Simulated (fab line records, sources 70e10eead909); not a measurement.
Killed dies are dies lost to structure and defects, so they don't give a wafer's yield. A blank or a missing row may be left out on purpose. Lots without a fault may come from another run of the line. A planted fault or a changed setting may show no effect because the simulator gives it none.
fab line records | flow nand_harc
record lots=13 wafers=37 last_day=24
route steps=1159 shown A_STAIRCASE@620 END@1159
lots that met no fault: from a run of the same line without faults
start_h: hours from the record's first day to the start of the lot's first wafer shown | wait_h: hours since the lot's step before | " the same as in the row above | L1.1+2: a row that stands for several wafers | - no value, or no start given | * or withheld: withheld | < > ~ a bound
route shown NAME@n: a module of which the file shows steps, and the number in the route of the first | usual: mean/standard deviation of fault-free wafers | same: alike in all rows | chamber/n: place in a boat | sites: the reading at each site | _std_site: their standard deviation | _edge_site: outer sites' mean less inner sites' | radius_mm: how far each site lies from the wafer's centre | mask NAME#n: copy n | behind: the tool/chamber that last shaped the wafer | hold: why the lot was held/for how many hours/how that ended | device: the transistor (n, p or np) that didn't switch | end of line: the same wafers' tests at the end of the route | a step without rows: its recipe alone | killed: dies lost to structure and defects at the first sort, not the wafer's yield | map: a wafer's dies, x killed, . not, _ none there
set.NAME: the setting as run; set.NAME@STEP: as run at that earlier step | model.NAME: the simulator's own value behind a step, which no gauge read
steps of the route over a sample of lots; a table a step, a row a wafer
services: from which hour (start_h, from the record's first day; less than 0 if before it) a tool's chamber was out of use, for how many hours, and why
## steps
# step NHARC_A_STAIRCASE_TRIM_226
# recipe time_s=211.2 o2_flow_sccm=500 ar_flow_sccm=0 bias_w=0 chemistry=O2
# usual drypump_motor_current_A=5.8/0.45 oes_product_au=0.992/0.014 rf_vpp_V=58.1/0.89 run_length_s=232.7/0.5 showerhead_plenum_p_Torr=3.62/0.13 throttle_valve_pct=17.035/0.009
# columns lot.wafer tool chamber start_h wait_h drypump_motor_current_A oes_product_au rf_hours_counter_h rf_vpp_V run_length_s showerhead_plenum_p_Torr throttle_valve_pct
L741.3 rie_diel-01 2 230.95 - 6.3 0.988 34 58.0 232.8 3.31 17.030
L741.1 " 0 " " 5.2 0.992 36 57.8 232.2 3.68 17.035
L741.6 " 2 " " 6.2 0.993 - 56.5 233.0 3.31 17.033
L742.2 rie_diel-01 3 256.73 - 5.6 0.970 46 57.4 233.0 3.66 17.021
L742.3 " 2 " " 6.3 0.994 44 56.6 232.9 3.30 17.025
L742.5 " 0 " " 5.2 0.999 - 57.4 232.7 3.67 17.027
L744.4 rie_diel-10 2 257.90 - 6.6 1.001 31 58.8 232.7 3.79 17.020
L744.3 " 0 " " 6.1 0.990 29 57.0 231.8 3.49 17.031
L744.6 " 1 " " 5.8 1.002 - 58.4 231.9 3.58 17.032
L745.4 rie_diel-10 1 270.61 - 5.8 0.993 32 57.7 232.2 3.58 17.033
L745.2 " 2 " " 6.6 0.998 36 57.5 232.3 3.79 17.032
L745.5 " 1 " " 5.8 1.007 - 57.8 232.4 3.58 17.044
L746.2 rie_diel-09 1 271.07 - 5.8 0.991 2 58.5 233.0 3.56 17.039
L746.4 " 3 " " 5.1 1.004 2 59.2 233.0 3.71 17.051
L746.3 " 0 " " 5.9 0.969 2 58.7 233.4 3.61 17.036
L748.1 rie_diel-10 1 280.61 - 5.8 0.978 35 58.5 231.9 3.57 17.033
L748.3 " 2 " " 6.6 0.997 40 60.4 232.7 3.78 17.035
L748.5 " 0 " " 6.0 0.971 - 59.6 231.5 3.49 17.038
L750.1 rie_diel-10 3 304.31 - 5.0 0.989 52 57.9 232.2 3.78 17.033
L750.3 " 0 " " 6.0 0.983 47 58.9 231.7 3.48 17.023
L750.6 " 3 " " 5.0 0.999 - 58.9 232.3 3.78 17.027
L753.3 rie_diel-10 2 333.64 - 6.6 0.991 58 59.1 166.1 3.78 17.043
L759.3 rie_diel-10 1 341.80 - 5.8 0.997 59 59.2 165.6 3.56 17.012
L759.1 " 2 " " 6.7 0.976 61 59.9 166.2 3.77 17.058
L759.4 " 0 " " 6.1 0.978 61 57.1 231.9 3.48 17.049
L760.1 rie_diel-09 0 367.22 - 5.9 0.982 37 58.7 233.4 3.59 17.026
L760.6 " 0 " " 5.9 0.981 - 58.9 233.2 3.59 17.036
L760.5 " 1 " " 5.8 0.990 - 57.6 233.1 3.54 17.035
L761.1 rie_diel-01 0 367.49 - 5.2 1.017 19 58.0 232.9 3.65 17.061
L761.4 " 1 " " 5.8 0.993 20 56.7 233.1 3.61 17.050
L761.2 " 3 " " 5.7 1.012 20 58.3 233.4 3.64 17.019
L762.4 rie_diel-09 2 369.20 - 5.8 1.000 38 59.2 232.4 3.75 17.036
L762.1 " 3 " " 5.1 0.997 36 58.9 233.4 3.69 17.041
L762.3 " 0 " " 5.9 0.973 38 57.6 233.2 3.59 17.049
L764.2 rie_diel-09 3 378.16 - 5.1 1.018 39 59.0 233.1 3.68 17.044
L764.4 " 0 " " 6.0 0.986 41 55.8 233.3 3.59 17.043
L764.5 " 3 " " 5.1 1.002 - 57.1 233.3 3.68 17.042
# step NHARC_A_STAIRCASE_ETCH_227
# recipe target_depth_a=1000 time_s=40.5 ion_energy_ev=400 c4f8_flow_sccm=20 o2_flow_sccm=10 ar_flow_sccm=withheld rf_w=600 bias_w=1000 chemistry=C4F8/O2
# usual oes_product_au=0.933/0.014 rf_vpp_V=899/4.8
# columns lot.wafer tool chamber start_h wait_h oes_product_au rf_hours_counter_h rf_vpp_V
L741.3 rie_diel-01 0 - - 0.943 36 903
L741.1 " 2 " " 0.944 34 889
L741.6 " 0 " " 0.942 - 902
L742.3 rie_diel-01 1 - - 0.942 37 899
L742.2 " 2 " " 0.925 44 887
L742.5 " 1 " " 0.941 - 901
L744.3 rie_diel-10 2 - - 0.926 31 906
L744.4 " 3 " " 0.918 32 906
L744.6 " 1 " " 0.925 - 898
L745.4 rie_diel-10 1 - - 0.927 32 898
L745.2 " 0 " " 0.924 35 893
L745.5 " 1 " " 0.949 - 899
L746.3 rie_diel-09 1 - - 0.922 2 897
L746.4 " 2 " " 0.949 2 907
L746.2 " 3 " " 0.966 2 903
L748.1 rie_diel-10 3 - - 0.934 43 906
L748.3 " 0 " " 0.930 38 894
L748.5 " 3 " " 0.951 - 904
L750.3 rie_diel-10 0 - - 0.925 47 894
L750.1 " 3 " " 0.924 52 906
L750.6 " 1 " " 0.947 - 897
L753.3 rie_diel-10 1 - - 0.936 56 898
L759.4 rie_diel-10 2 - - 0.909 61 904
L759.3 " 3 " " 0.928 66 904
L759.1 " 0 " " 0.917 61 893
L760.1 rie_diel-09 1 - - 0.939 39 896
L760.5 " 1 " " 0.928 - 897
L760.6 " 2 " " 0.939 - 903
L761.2 rie_diel-01 1 - - 0.939 20 899
L761.1 " 2 " " 0.943 21 887
L761.4 " 3 " " 0.958 20 899
L762.4 rie_diel-09 2 - - 0.931 38 905
L762.3 " 3 " " 0.944 36 902
L762.1 " 0 " " 0.917 38 898
L764.2 rie_diel-09 1 - - 0.938 43 896
L764.4 " 3 " " 0.939 40 903
L764.5 " 0 " " 0.915 - 898
# step NHARC_A_STAIRCASE_ETCH_232
# recipe target_depth_a=1000 time_s=40.5 ion_energy_ev=400 c4f8_flow_sccm=20 o2_flow_sccm=10 ar_flow_sccm=withheld rf_w=600 bias_w=1000 chemistry=C4F8/O2
# usual oes_product_au=0.939/0.017 rf_vpp_V=898/5.3
# columns lot.wafer tool chamber start_h wait_h oes_product_au rf_hours_counter_h rf_vpp_V
L741.1 rie_diel-01 2 - - 0.950 35 890
L741.3 " 1 " " 0.935 34 901
L741.6 " 3 " " 0.940 - 901
L742.2 rie_diel-10 3 - - 0.928 31 905
L742.3 " 1 " " 0.943 28 898
L742.5 " 2 " " 0.952 - 905
L744.3 rie_diel-01 2 - - 0.948 45 888
L744.4 " 0 " " 0.957 45 901
L744.6 " 2 " " 0.947 - 889
L745.2 rie_diel-10 1 - - 0.932 33 897
L745.4 " 3 " " 0.925 38 905
L745.5 " 1 " " 0.932 - 897
L746.4 rie_diel-09 0 - - 0.907 5 900
L746.3 " 1 " " 0.918 5 897
L746.2 " 2 " " 0.951 4 903
L748.1 rie_diel-01 2 - - 0.947 54 887
L748.3 " 1 " " 0.939 44 900
L748.5 " 3 " " 0.919 - 900
L750.3 rie_diel-01 3 - - 0.926 63 900
L750.1 " 1 " " 0.977 50 900
L750.6 " 3 " " 0.931 - 900
L753.3 rie_diel-01 0 - - 0.948 4 900
L759.4 rie_diel-01 1 - - 0.920 8 899
L759.1 " 3 " " 0.946 7 900
L759.3 " 0 " " 0.958 7 902
L760.1 rie_diel-09 3 - - 0.960 35 900
L760.6 " 0 " " 0.933 - 898
L760.5 " 1 " " 0.938 - 895
L761.1 rie_diel-01 3 - - 0.944 20 899
L761.4 " 0 " " 0.953 19 899
L761.2 " 1 " " 0.936 20 901
L762.1 rie_diel-01 1 - - 0.935 21 900
L762.4 " 2 " " 0.939 21 887
L762.3 " 0 " " 0.994 20 900
L764.4 rie_diel-09 3 - - 0.945 40 900
L764.2 " 1 " " 0.924 43 897
L764.5 " 3 " " 0.940 - 902
# step NHARC_A_STAIRCASE_ETCH_236
# recipe target_depth_a=1000 time_s=40.5 ion_energy_ev=400 c4f8_flow_sccm=20 o2_flow_sccm=10 ar_flow_sccm=withheld rf_w=600 bias_w=1000 chemistry=C4F8/O2
# usual oes_product_au=0.939/0.016 rf_vpp_V=899/5.5
# columns lot.wafer tool chamber start_h wait_h oes_product_au rf_hours_counter_h rf_vpp_V
L741.1 rie_diel-01 2 - - 0.955 35 887
L741.3 " 3 " " 0.921 38 900
L741.6 " 0 " " 0.953 - 902
L742.2 rie_diel-10 3 - - 0.923 32 906
L742.3 " 0 " " 0.914 29 894
L742.5 " 2 " " 0.917 - 905
L744.4 rie_diel-01 2 - - 0.954 45 887
L744.3 " 0 " " 0.956 46 904
L744.6 " 1 " " 0.955 - 901
L745.4 rie_diel-10 3 - - 0.945 40 904
L745.2 " 0 " " 0.919 36 895
L745.5 " 3 " " 0.941 - 905
L746.3 rie_diel-09 2 - - 0.938 4 904
L746.2 " 3 " " 0.960 4 903
L746.4 " 0 " " 0.901 5 898
L748.1 rie_diel-01 0 - - 0.944 56 901
L748.3 " 2 " " 0.953 54 887
L748.5 " 3 " " 0.927 - 901
L750.3 rie_diel-01 0 - - 0.968 61 901
L750.1 " 1 " " 0.954 50 899
L750.6 " 1 " " 0.957 - 900
L753.3 rie_diel-01 2 - - 0.936 4 888
L759.4 rie_diel-01 2 - - 0.933 8 888
L759.3 " 3 " " 0.984 8 900
L759.1 " 1 " " 0.929 8 899
L760.1 rie_diel-09 1 - - 0.935 39 896
L760.6 " 1 " " 0.926 - 897
L760.5 " 2 " " 0.933 - 906
L761.1 rie_diel-01 1 - - 0.918 20 899
L761.2 " 2 " " 0.926 21 886
L761.4 " 3 " " 0.952 20 900
L762.1 rie_diel-01 2 - - 0.946 22 887
L762.4 " 3 " " 0.946 21 898
L762.3 " 0 " " 0.968 20 900
L764.4 rie_diel-09 2 - - 0.962 41 904
L764.2 " 3 " " 0.954 40 902
L764.5 " 2 " " 0.950 - 903
# step NHARC_END_SORT_01
# recipe temp_c=25
# usual killed_at_array=30/10 killed_at_other=0.5/0.82 killed_at_periphery=2.9/2 killed_dies=34/11 killed_open=3.2/1.8 killed_short=2.0/1.4
# same gross_dies=677
# columns lot.wafer tool chamber start_h wait_h killed_at_array killed_at_other killed_at_periphery killed_dies killed_open killed_short
L744.3 prober-02 0 459.89 3.1 27 0 2 29 1 1
L744.4 prober-02 0 460.67 3.4 32 0 1 33 3 2
L744.6 prober-02 0 462.25 3.9 28 1 0 29 3 3
L746.2 prober-02 0 474.92 2.8 30 0 3 33 0 6
L746.3 prober-02 0 475.71 3.1 26 0 3 29 2 2
L746.4 prober-02 0 476.51 3.4 23 0 1 24 1 0
L748.1 prober-02 0 481.94 2.6 33 0 3 36 3 1
L748.3 prober-02 0 483.54 3.1 33 0 0 33 3 1
L748.5 prober-02 0 485.14 3.7 37 0 4 41 4 0
L750.1 prober-02 0 516.02 2.5 40 0 3 43 8 1
L750.3 prober-02 0 517.60 3.1 35 0 4 39 4 1
L750.6 prober-02 0 519.97 4.0 32 0 2 34 2 3
L753.3 prober-01 0 539.66 3.1 18 0 4 22 5 2
L759.1 prober-01 0 550.84 2.5 20 2 5 27 1 1
L759.3 prober-01 0 552.44 3.1 34 0 5 39 1 2
L759.4 prober-01 0 553.23 3.4 21 0 5 26 4 4
L760.1 prober-01 0 566.36 2.5 49 0 5 54 6 4
L760.5 prober-01 0 569.54 3.7 50 0 9 59 4 1
L760.6 prober-01 0 570.33 4.0 43 0 2 45 3 1
L764.2 prober-01 0 582.83 2.8 18 0 3 21 4 4
L764.4 prober-01 0 584.44 3.4 21 0 5 26 5 2
L764.5 prober-01 0 585.24 3.7 13 1 2 16 3 1
# killed by level:class
L744.3 A_CHANNEL_HOLE_D1:chamber_film_flake=10 A_SLIT:chamber_film_flake=10 A_CONTACT:chamber_film_flake=4 A_SGD_CUT:geometric_particle:short=1 A_CONTACT:geometric_particle:open=1 P_ZERO_WELL:chamber_film_flake=1 P_GATE:chamber_film_flake=1 A_STAIRCASE:chamber_film_flake=1
L744.4 A_SLIT:chamber_film_flake=11 A_CHANNEL_HOLE_D1:chamber_film_flake=10 A_CONTACT:chamber_film_flake=4 A_STAIRCASE:chamber_film_flake=3 P_M0:geometric_particle:short=1 A_ONON_D1:geometric_particle:open=1 A_CHANNEL_FILL_D1:geometric_particle:short=1 A_SGD_CUT:geometric_particle:open=1
L744.6 A_SLIT:chamber_film_flake=11 A_CHANNEL_HOLE_D1:chamber_film_flake=8 A_STAIRCASE:chamber_film_flake=2 A_CONTACT:chamber_film_flake=2 A_ONON_D1:geometric_particle:open=1 A_WL_FILL:geometric_particle:open=1 A_CONTACT:geometric_particle:short=1 A_M0:geometric_particle:short=1
L746.2 A_CHANNEL_HOLE_D1:chamber_film_flake=10 A_SLIT:chamber_film_flake=10 A_CONTACT:chamber_film_flake=4 A_CHANNEL_FILL_D1:geometric_particle:short=2 A_WL_FILL:geometric_particle:short=2 A_STAIRCASE:chamber_film_flake=2 P_CONTACT:geometric_particle:short=1 P_M0:geometric_particle:short=1
L746.3 A_CHANNEL_HOLE_D1:chamber_film_flake=9 A_SLIT:chamber_film_flake=9 A_CONTACT:chamber_film_flake=4 P_STI:geometric_particle:short=1 P_M0:geometric_particle:short=1 A_WL_FILL:geometric_particle:open=1 A_CONTACT:geometric_particle:open=1 P_STI:chamber_film_flake=1
L746.4 A_SLIT:chamber_film_flake=11 A_CHANNEL_HOLE_D1:chamber_film_flake=9 A_BLC:geometric_particle:open=1 P_STI:chamber_film_flake=1 A_CHANNEL_FILL_D1:chamber_film_flake=1 A_STAIRCASE:chamber_film_flake=1
L748.1 A_CHANNEL_HOLE_D1:chamber_film_flake=12 A_SLIT:chamber_film_flake=9 A_CONTACT:chamber_film_flake=5 A_STAIRCASE:chamber_film_flake=3 P_CONTACT:chamber_film_flake=2 A_CONTACT:geometric_particle:short=1 A_CONTACT:geometric_particle:open=1 A_BLC:geometric_particle:open=1
L748.3 A_CHANNEL_HOLE_D1:chamber_film_flake=15 A_STAIRCASE:chamber_film_flake=6 A_SLIT:chamber_film_flake=6 A_CONTACT:chamber_film_flake=2 A_ONON_D1:geometric_particle:open=1 A_ONON_D1:geometric_particle:short=1 A_CHANNEL_HOLE_D1:geometric_particle:open=1 A_CHANNEL_FILL_D1:geometric_particle:open=1
L748.5 A_SLIT:chamber_film_flake=14 A_CHANNEL_HOLE_D1:chamber_film_flake=12 A_STAIRCASE:chamber_film_flake=3 P_GATE:chamber_film_flake=2 A_CONTACT:chamber_film_flake=2 A_SOURCE_PLATE:geometric_particle:open=1 A_ONON_D1:geometric_particle:open=1 A_CHANNEL_HOLE_D1:geometric_particle:open=1
L750.1 A_SLIT:chamber_film_flake=14 A_CHANNEL_HOLE_D1:chamber_film_flake=10 A_STAIRCASE:chamber_film_flake=5 A_CONTACT:geometric_particle:open=3 A_CONTACT:chamber_film_flake=3 A_CHANNEL_FILL_D1:geometric_particle:open=2 P_CONTACT:geometric_particle:open=1 P_M0:geometric_particle:open=1
L750.3 A_CHANNEL_HOLE_D1:chamber_film_flake=15 A_SLIT:chamber_film_flake=14 A_STAIRCASE:chamber_film_flake=3 P_STI:chamber_film_flake=2 P_CONTACT:geometric_particle:open=1 P_M1:geometric_particle:open=1 A_CHANNEL_FILL_D1:geometric_particle:short=1 A_SGD_CUT:geometric_particle:open=1
L750.6 A_SLIT:chamber_film_flake=14 A_CHANNEL_HOLE_D1:chamber_film_flake=9 A_STAIRCASE:chamber_film_flake=2 A_WL_FILL:chamber_film_flake=2 P_M0:geometric_particle:open=1 A_CHANNEL_FILL_D1:geometric_particle:short=1 A_CHANNEL_FILL_D1:geometric_particle:open=1 A_SGD_CUT:geometric_particle:short=1
L753.3 A_CHANNEL_HOLE_D1:chamber_film_flake=4 A_STAIRCASE:chamber_film_flake=4 A_M0:geometric_particle:open=2 A_STAIRCASE:area_trim=2 P_STI:geometric_particle:open=1 P_M0:geometric_particle:short=1 P_M0:geometric_particle:open=1 A_CHANNEL_HOLE_D1:geometric_particle:short=1
L759.1 A_CONTACT:chamber_film_flake=8 P_ZERO_WELL:chamber_film_flake=5 A_CHANNEL_HOLE_D1:chamber_film_flake=5 A_SGD_CUT:chamber_film_flake=2 A_WL_FILL:chamber_film_flake=2 THIN_TSV:chamber_film_flake=2 A_WL_FILL:geometric_particle:short=1 A_CONTACT:geometric_particle:open=1
L759.3 A_STAIRCASE:area_trim=22 A_CHANNEL_HOLE_D1:chamber_film_flake=5 P_STI:chamber_film_flake=3 A_SGD_CUT:chamber_film_flake=2 A_CONTACT:chamber_film_flake=2 P_M0:geometric_particle:open=1 A_CHANNEL_FILL_D1:geometric_particle:short=1 A_M0:geometric_particle:short=1
L759.4 A_CHANNEL_HOLE_D1:chamber_film_flake=10 P_ZERO_WELL:chamber_film_flake=4 A_CONTACT:chamber_film_flake=4 A_SGD_CUT:geometric_particle:short=2 P_CONTACT:geometric_particle:open=1 A_ONON_D1:geometric_particle:short=1 A_SGD_CUT:geometric_particle:open=1 A_WL_FILL:geometric_particle:short=1
L760.1 A_CHANNEL_HOLE_D1:chamber_film_flake=18 A_SLIT:chamber_film_flake=14 A_CONTACT:chamber_film_flake=4 A_ZERO_WELL:chamber_film_flake=3 A_STAIRCASE:chamber_film_flake=3 A_CONTACT:geometric_particle:open=2 P_M2:chamber_film_flake=2 P_CONTACT:geometric_particle:open=1
L760.5 A_SLIT:chamber_film_flake=20 A_CHANNEL_HOLE_D1:chamber_film_flake=17 A_CONTACT:chamber_film_flake=6 P_M2:chamber_film_flake=5 A_ONON_D1:geometric_particle:open=2 P_STI:chamber_film_flake=2 P_M1:geometric_particle:open=1 A_CHANNEL_FILL_D1:geometric_particle:short=1
L760.6 A_CHANNEL_HOLE_D1:chamber_film_flake=21 A_SLIT:chamber_film_flake=14 A_CONTACT:chamber_film_flake=3 A_CONTACT:geometric_particle:open=2 A_WL_FILL:geometric_particle:open=1 A_CONTACT:geometric_particle:short=1 P_STI:chamber_film_flake=1 P_M2:chamber_film_flake=1
L764.2 A_CHANNEL_HOLE_D1:chamber_film_flake=6 A_STAIRCASE:chamber_film_flake=3 A_CONTACT:geometric_particle:open=2 A_CONTACT:chamber_film_flake=2 P_STI:geometric_particle:open=1 P_M1:geometric_particle:short=1 A_SOURCE_PLATE:geometric_particle:open=1 A_ONON_D1:geometric_particle:short=1
L764.4 A_CHANNEL_HOLE_D1:chamber_film_flake=11 A_CONTACT:geometric_particle:open=3 A_CONTACT:geometric_particle:short=2 A_M0:geometric_particle:open=2 P_GATE:chamber_film_flake=2 P_M2:chamber_film_flake=2 P_STI:chamber_film_flake=1 A_CHANNEL_FILL_D1:chamber_film_flake=1
L764.5 A_CHANNEL_HOLE_D1:chamber_film_flake=5 A_STAIRCASE:chamber_film_flake=4 P_GATE:chamber_film_flake=2 A_SLIT:geometric_particle:open=1 A_WL_FILL:geometric_particle:open=1 A_CONTACT:geometric_particle:open=1 STARTING-WAFER:geometric_particle:short=1 A_WL_FILL:chamber_film_flake=1
## services
# columns tool chamber start_h hours kind
rie_diel-01 - 217.76 0.4 repair
rie_diel-01 0 220.30 - clean
rie_diel-01 1 220.30 - clean
rie_diel-01 2 220.30 - clean
rie_diel-01 3 220.30 - clean
rie_diel-01 1 242.19 13.4 repair
rie_diel-01 0 245.26 - clean
rie_diel-01 2 245.26 - clean
rie_diel-01 3 245.26 - clean
rie_diel-09 - 254.35 9.0 pm
rie_diel-01 0 269.76 - clean
rie_diel-01 1 269.76 - clean
rie_diel-01 2 269.76 - clean
rie_diel-01 3 269.76 - clean
rie_diel-10 2 283.63 8.9 repair
rie_diel-01 0 294.77 - clean
rie_diel-01 1 294.77 - clean
rie_diel-01 2 294.77 - clean
rie_diel-01 3 294.77 - clean
rie_diel-01 - 316.11 9.0 pm
rie_diel-01 0 316.11 9.0 vent_cycle
rie_diel-01 1 316.11 9.0 vent_cycle
rie_diel-01 2 316.11 9.0 vent_cycle
rie_diel-10 - 353.66 9.0 pm
## key
first_sign step=NHARC_A_STAIRCASE_TRIM_226 reading=run_length_s direction=down sigmas=99+ usual=* struck=*
effect none on later readings
met_at NHARC_A_STAIRCASE_TRIM_226
struck_lots L753,L759
struck_wafers L753.3,L759.1,L759.3
tester_left_out L753,L759
not_acting_at NHARC_A_STAIRCASE_ETCH_227,NHARC_A_STAIRCASE_ETCH_232,NHARC_A_STAIRCASE_ETCH_236
onset_between 304.31 333.64
fault kind=process_parameter_drift tool=rie_diel-10 chamber=- onset_h=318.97 steps=NHARC_A_STAIRCASE_TRIM_226 channel=time_s offset=* shape=step end_h=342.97 scope=struck_wafers_only acts_in=* stated=*
# tester_left_out: of these lots the tester's yield and bins aren't shown, on N5 and GAA mostly nor the transistor test; their killed dies are dies lost to structure and defects alone, not to doping, threshold or leakage, so they don't give the yield
